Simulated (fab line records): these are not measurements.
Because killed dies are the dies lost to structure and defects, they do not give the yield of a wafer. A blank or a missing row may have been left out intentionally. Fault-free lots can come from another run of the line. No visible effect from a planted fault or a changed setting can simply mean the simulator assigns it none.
fab line records :: flow n5-finfet
record
  lots=7
  wafers=21
route steps=1938 shown TV_OPEN@1887
start-h: the number of hours between the record's first day and the start of the first shown wafer of the lot :: wait-h: hours from the lot's prior step to this one :: " same as the row above :: L1.1+2: several wafers, shown together as one row :: - either no value or no given start :: * or withheld: withheld :: < > ~ a bound
route shown NAME@n: names a module that has steps shown in the file, with the first one's number in the route :: usual: mean and standard deviation over wafers with no fault :: same: alike in all rows :: chamber/n: place in a boat :: sites: each site's reading :: _std_site: the standard deviation of these :: _edge_site: inner sites' mean taken away from outer sites' mean :: radius-mm: for every site, how far away it sits from the centre of the wafer :: mask NAME#n: copy n :: behind: tool/chamber where the wafer was last shaped :: hold: the reason the lot was held/the length of the hold in hours/how it ended :: device: the n, p or np transistor that did not switch :: end of line: the tests these same wafers got at the end of their route :: a step without rows: its recipe alone :: killed: the dies lost at the first sort to structure and to defects; this is not the yield of the wafer :: map: a wafer's dies, marking killed ones x, the rest . and places with no die _
set.NAME: the setting the step ran with; set.NAME@STEP: the setting that earlier step ran with :: model.NAME: the simulator's own value behind a step, which no gauge read
one table per step and one row per wafer, for lots whose settings were changed on purpose
## steps
# step N5_PASSIVATION_PASS_ETCH_74
# recipe
  chemistry=CF4/O2
  target=SiNx
  target-depth-a=2200
  time-s=110
  ion-energy-ev=100
  pressure-mtorr=40
  source-w=535
  bias-w=49
  Ar_flow_sccm=100
  cf4-flow-sccm=100
  O2_flow_sccm=10
# usual
  rf-vpp-V=239.8/2.2
lot.wafer: L074.4
tool: rie-diel-04
chamber: 3
start-h: 264.24
wait-h: 0.0
set.source-w: 559.4
rf-vpp-V: 238.6
model.etch.depth-nm: 233.9
model.TV_OPEN.cd-offset-nm: -0.8

lot.wafer: L074.5
tool: rie-diel-04
chamber: 1
start-h: 264.24
wait-h: 0.0
set.source-w: 535
rf-vpp-V: 238.1
model.etch.depth-nm: 227.3
model.TV_OPEN.cd-offset-nm: -0.4

lot.wafer: L074.6
tool: rie-diel-04
chamber: 2
start-h: 264.24
wait-h: 0.0
set.source-w: 535
rf-vpp-V: 239.0
model.etch.depth-nm: 219.8
model.TV_OPEN.cd-offset-nm: 0

lot.wafer: L075.2
tool: rie-diel-04
chamber: 3
start-h: 285.44
wait-h: 0.0
set.source-w: 535
rf-vpp-V: 243.8
model.etch.depth-nm: 221.2
model.TV_OPEN.cd-offset-nm: 0.2

lot.wafer: L075.3
tool: rie-diel-04
chamber: 2
start-h: 285.44
wait-h: 0.0
set.source-w: 535
rf-vpp-V: 240.4
model.etch.depth-nm: 217.8
model.TV_OPEN.cd-offset-nm: -0.2

lot.wafer: L075.6
tool: rie-diel-04
chamber: 0
start-h: 285.44
wait-h: 0.0
set.source-w: 535
rf-vpp-V: 240.3
model.etch.depth-nm: 212.9
model.TV_OPEN.cd-offset-nm: 0.2

lot.wafer: L076.3
tool: rie-diel-01
chamber: 2
start-h: 288.47
wait-h: 0.0
set.source-w: 535
rf-vpp-V: 239.6
model.etch.depth-nm: 226.8
model.TV_OPEN.cd-offset-nm: -0.2

lot.wafer: L076.5
tool: rie-diel-01
chamber: 1
start-h: 288.47
wait-h: 0.0
set.source-w: 535
rf-vpp-V: 238.7
model.etch.depth-nm: 220.9
model.TV_OPEN.cd-offset-nm: -0.4

lot.wafer: L076.6
tool: rie-diel-01
chamber: 0
start-h: 288.47
wait-h: 0.0
set.source-w: 535
rf-vpp-V: 235.9
model.etch.depth-nm: 222.4
model.TV_OPEN.cd-offset-nm: -0.2

lot.wafer: L080.1
tool: rie-diel-04
chamber: 1
start-h: 325.61
wait-h: 0.0
set.source-w: 535
rf-vpp-V: 236.7
model.etch.depth-nm: 223.3
model.TV_OPEN.cd-offset-nm: -0.2

lot.wafer: L080.5
tool: rie-diel-04
chamber: 1
start-h: 325.61
wait-h: 0.0
set.source-w: 535
rf-vpp-V: 237.9
model.etch.depth-nm: 223.2
model.TV_OPEN.cd-offset-nm: -0.4

lot.wafer: L080.6
tool: rie-diel-04
chamber: 0
start-h: 325.61
wait-h: 0.0
set.source-w: 477.5
rf-vpp-V: 255.9
model.etch.depth-nm: 192.8
model.TV_OPEN.cd-offset-nm: 1.2

lot.wafer: L085.3
tool: rie-diel-04
chamber: 1
start-h: 348.19
wait-h: 0.0
set.source-w: 535
rf-vpp-V: 237.2
model.etch.depth-nm: 224.6
model.TV_OPEN.cd-offset-nm: -0.2

lot.wafer: L085.4
tool: rie-diel-04
chamber: 2
start-h: 348.19
wait-h: 0.0
set.source-w: 450.1
rf-vpp-V: 262.4
model.etch.depth-nm: 189.4
model.TV_OPEN.cd-offset-nm: 1.6

lot.wafer: L085.5
tool: rie-diel-04
chamber: 1
start-h: 348.19
wait-h: 0.0
set.source-w: 450.1
rf-vpp-V: 260.4
model.etch.depth-nm: 192.3
model.TV_OPEN.cd-offset-nm: 1.2

lot.wafer: L086.1
tool: rie-diel-01
chamber: 0
start-h: 348.29
wait-h: 0.0
set.source-w: 535
rf-vpp-V: 236.9
model.etch.depth-nm: 219.6
model.TV_OPEN.cd-offset-nm: -0.6

lot.wafer: L086.2
tool: rie-diel-01
chamber: 1
start-h: 348.29
wait-h: 0.0
set.source-w: 535
rf-vpp-V: 239.4
model.etch.depth-nm: 225.5
model.TV_OPEN.cd-offset-nm: -0.4

lot.wafer: L086.5
tool: rie-diel-01
chamber: 1
start-h: 348.29
wait-h: 0.0
set.source-w: 535
rf-vpp-V: 237.3
model.etch.depth-nm: 227.7
model.TV_OPEN.cd-offset-nm: -0.6

lot.wafer: L097.3
tool: rie-diel-01
chamber: 2
start-h: 436.50
wait-h: 0.0
set.source-w: 535
rf-vpp-V: 240.8
model.etch.depth-nm: 223.5
model.TV_OPEN.cd-offset-nm: -0.2

lot.wafer: L097.5
tool: rie-diel-01
chamber: 3
start-h: 436.50
wait-h: 0.0
set.source-w: 612.7
rf-vpp-V: 225.2
model.etch.depth-nm: 249.5
model.TV_OPEN.cd-offset-nm: -1.4

lot.wafer: L097.6
tool: rie-diel-01
chamber: 2
start-h: 436.50
wait-h: 0.0
set.source-w: 612.7
rf-vpp-V: 222.7
model.etch.depth-nm: 250.2
model.TV_OPEN.cd-offset-nm: -1.4
# step N5_PASSIVATION_VIA_ETCH_13
# recipe
  chemistry=CHF3/O2
  target=SiO2
  target-depth-a=6600
  CHF3_flow_sccm=50
  O2_flow_sccm=5
  Ar_flow_sccm=200
  time-s=330
  mask-material=PR
  pressure-mtorr=30
  source-w=650
  bias-w=170
  ion-energy-ev=200
  ends=cleared
lot.wafer: L074.4
tool: rie-diel-04
chamber: 3
start-h: 264.33
wait-h: 0.0
set.source-w@PASSIVATION_PASS_ETCH_74: 559.4
model.TV_OPEN.cd-offset-nm: 1.2

lot.wafer: L074.5+6
tool: rie-diel-04
chamber: 1,2
start-h: 264.33
wait-h: 0.0
set.source-w@PASSIVATION_PASS_ETCH_74: 535
model.TV_OPEN.cd-offset-nm: 1.8

lot.wafer: L075.2
tool: rie-diel-04
chamber: 3
start-h: 285.53
wait-h: 0.0
set.source-w@PASSIVATION_PASS_ETCH_74: 535
model.TV_OPEN.cd-offset-nm: 2.2

lot.wafer: L075.3
tool: rie-diel-04
chamber: 2
start-h: 285.53
wait-h: 0.0
set.source-w@PASSIVATION_PASS_ETCH_74: 535
model.TV_OPEN.cd-offset-nm: 1.6

lot.wafer: L075.6
tool: rie-diel-04
chamber: 0
start-h: 285.53
wait-h: 0.0
set.source-w@PASSIVATION_PASS_ETCH_74: 535
model.TV_OPEN.cd-offset-nm: 2.4

lot.wafer: L076.3+5+6
tool: rie-diel-01
chamber: 2,1,0
start-h: 288.56
wait-h: 0.0
set.source-w@PASSIVATION_PASS_ETCH_74: 535
model.TV_OPEN.cd-offset-nm: 1.6

lot.wafer: L080.1+5
tool: rie-diel-04
chamber: 1
start-h: 325.70
wait-h: 0.0
set.source-w@PASSIVATION_PASS_ETCH_74: 535
model.TV_OPEN.cd-offset-nm: 1.8

lot.wafer: L080.6
tool: rie-diel-04
chamber: 0
start-h: 325.70
wait-h: 0.0
set.source-w@PASSIVATION_PASS_ETCH_74: 477.5
model.TV_OPEN.cd-offset-nm: 3.4

lot.wafer: L085.3
tool: rie-diel-04
chamber: 1
start-h: 348.28
wait-h: 0.0
set.source-w@PASSIVATION_PASS_ETCH_74: 535
model.TV_OPEN.cd-offset-nm: 1

lot.wafer: L085.4
tool: rie-diel-04
chamber: 2
start-h: 348.28
wait-h: 0.0
set.source-w@PASSIVATION_PASS_ETCH_74: 450.1
model.TV_OPEN.cd-offset-nm: 3

lot.wafer: L085.5
tool: rie-diel-04
chamber: 1
start-h: 348.28
wait-h: 0.0
set.source-w@PASSIVATION_PASS_ETCH_74: 450.1
model.TV_OPEN.cd-offset-nm: 3.2

lot.wafer: L086.1+5
tool: rie-diel-01
chamber: 0,1
start-h: 348.39
wait-h: 0.0
set.source-w@PASSIVATION_PASS_ETCH_74: 535
model.TV_OPEN.cd-offset-nm: 1.2

lot.wafer: L086.2
tool: rie-diel-01
chamber: 1
start-h: 348.39
wait-h: 0.0
set.source-w@PASSIVATION_PASS_ETCH_74: 535
model.TV_OPEN.cd-offset-nm: 1.6

lot.wafer: L097.3
tool: rie-diel-01
chamber: 2
start-h: 436.60
wait-h: 0.0
set.source-w@PASSIVATION_PASS_ETCH_74: 535
model.TV_OPEN.cd-offset-nm: 1.4

lot.wafer: L097.5+6
tool: rie-diel-01
chamber: 3,2
start-h: 436.60
wait-h: 0.0
set.source-w@PASSIVATION_PASS_ETCH_74: 612.7
model.TV_OPEN.cd-offset-nm: 0.2
# step N5_PASSIVATION_ETCH_15
# recipe
  chemistry=CF4/N2
  target=SiCN
  target-depth-a=750
  taper-deg=2
  time-s=81.2
  ion-energy-ev=150
  mask-material=SiNx
  pressure-mtorr=40
  source-w=430
  bias-w=70
  Ar_flow_sccm=100
  cf4-flow-sccm=60
  n2-flow-sccm=60
# usual
  rf-vpp-V=382.3/2.1
lot.wafer: L074.4
tool: rie-diel-04
chamber: 3
start-h: -
wait-h: -
set.bias-w: 70
rf-vpp-V: 385.1

lot.wafer: L074.5
tool: rie-diel-04
chamber: 1
start-h: -
wait-h: -
set.bias-w: 70
rf-vpp-V: 381.2

lot.wafer: L074.6
tool: rie-diel-04
chamber: 2
start-h: -
wait-h: -
set.bias-w: 73.75
rf-vpp-V: 398.2

lot.wafer: L075.2
tool: rie-diel-04
chamber: 3
start-h: -
wait-h: -
set.bias-w: 70
rf-vpp-V: 385.8

lot.wafer: L075.3
tool: rie-diel-04
chamber: 2
start-h: -
wait-h: -
set.bias-w: 70
rf-vpp-V: 384.5

lot.wafer: L075.6
tool: rie-diel-04
chamber: 0
start-h: -
wait-h: -
set.bias-w: 70
rf-vpp-V: 385.1

lot.wafer: L076.3
tool: rie-diel-01
chamber: 2
start-h: -
wait-h: -
set.bias-w: 65.72
rf-vpp-V: 366.9

lot.wafer: L076.5
tool: rie-diel-01
chamber: 1
start-h: -
wait-h: -
set.bias-w: 70
rf-vpp-V: 380.0

lot.wafer: L076.6
tool: rie-diel-01
chamber: 0
start-h: -
wait-h: -
set.bias-w: 70
rf-vpp-V: 381.7

lot.wafer: L080.1
tool: rie-diel-04
chamber: 1
start-h: -
wait-h: -
set.bias-w: 60.66
rf-vpp-V: 347.4

lot.wafer: L080.5
tool: rie-diel-04
chamber: 1
start-h: -
wait-h: -
set.bias-w: 70
rf-vpp-V: 381.5

lot.wafer: L080.6
tool: rie-diel-04
chamber: 0
start-h: -
wait-h: -
set.bias-w: 70
rf-vpp-V: 385.2

lot.wafer: L085.3
tool: rie-diel-04
chamber: 1
start-h: -
wait-h: -
set.bias-w: 70
rf-vpp-V: 378.5

lot.wafer: L085.4
tool: rie-diel-04
chamber: 2
start-h: -
wait-h: -
set.bias-w: 70
rf-vpp-V: 384.3

lot.wafer: L085.5
tool: rie-diel-04
chamber: 1
start-h: -
wait-h: -
set.bias-w: 60.09
rf-vpp-V: 344.6

lot.wafer: L086.1
tool: rie-diel-01
chamber: 0
start-h: -
wait-h: -
set.bias-w: 70
rf-vpp-V: 382.8

lot.wafer: L086.2
tool: rie-diel-01
chamber: 1
start-h: -
wait-h: -
set.bias-w: 70
rf-vpp-V: 381.3

lot.wafer: L086.5
tool: rie-diel-01
chamber: 1
start-h: -
wait-h: -
set.bias-w: 70
rf-vpp-V: 381.0

lot.wafer: L097.3
tool: rie-diel-01
chamber: 2
start-h: -
wait-h: -
set.bias-w: 64.13
rf-vpp-V: 360.7

lot.wafer: L097.5
tool: rie-diel-01
chamber: 3
start-h: -
wait-h: -
set.bias-w: 70
rf-vpp-V: 380.3

lot.wafer: L097.6
tool: rie-diel-01
chamber: 2
start-h: -
wait-h: -
set.bias-w: 64.13
rf-vpp-V: 361.0
## key
split
  step=N5_PASSIVATION_PASS_ETCH_74
  setting=source-w
  stated=535
  by=wafer
response
  step=N5_PASSIVATION_PASS_ETCH_74
  reading=rf-vpp-V
  change=-1.38
  per=1%
  r=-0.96
response
  step=N5_PASSIVATION_PASS_ETCH_74
  reading=model.etch.depth-nm
  change=+2.16
  per=1%
  r=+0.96
response
  step=N5_PASSIVATION_PASS_ETCH_74
  reading=model.TV_OPEN.cd-offset-nm
  change=-0.103
  per=1%
  r=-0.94
response
  step=N5_PASSIVATION_VIA_ETCH_13
  reading=model.TV_OPEN.cd-offset-nm
  change=-0.118
  per=1%
  r=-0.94
split
  step=N5_PASSIVATION_ETCH_15
  setting=bias-w
  stated=70
  by=wafer
response
  step=N5_PASSIVATION_ETCH_15
  reading=rf-vpp-V
  change=+2.58
  per=1%
  r=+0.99
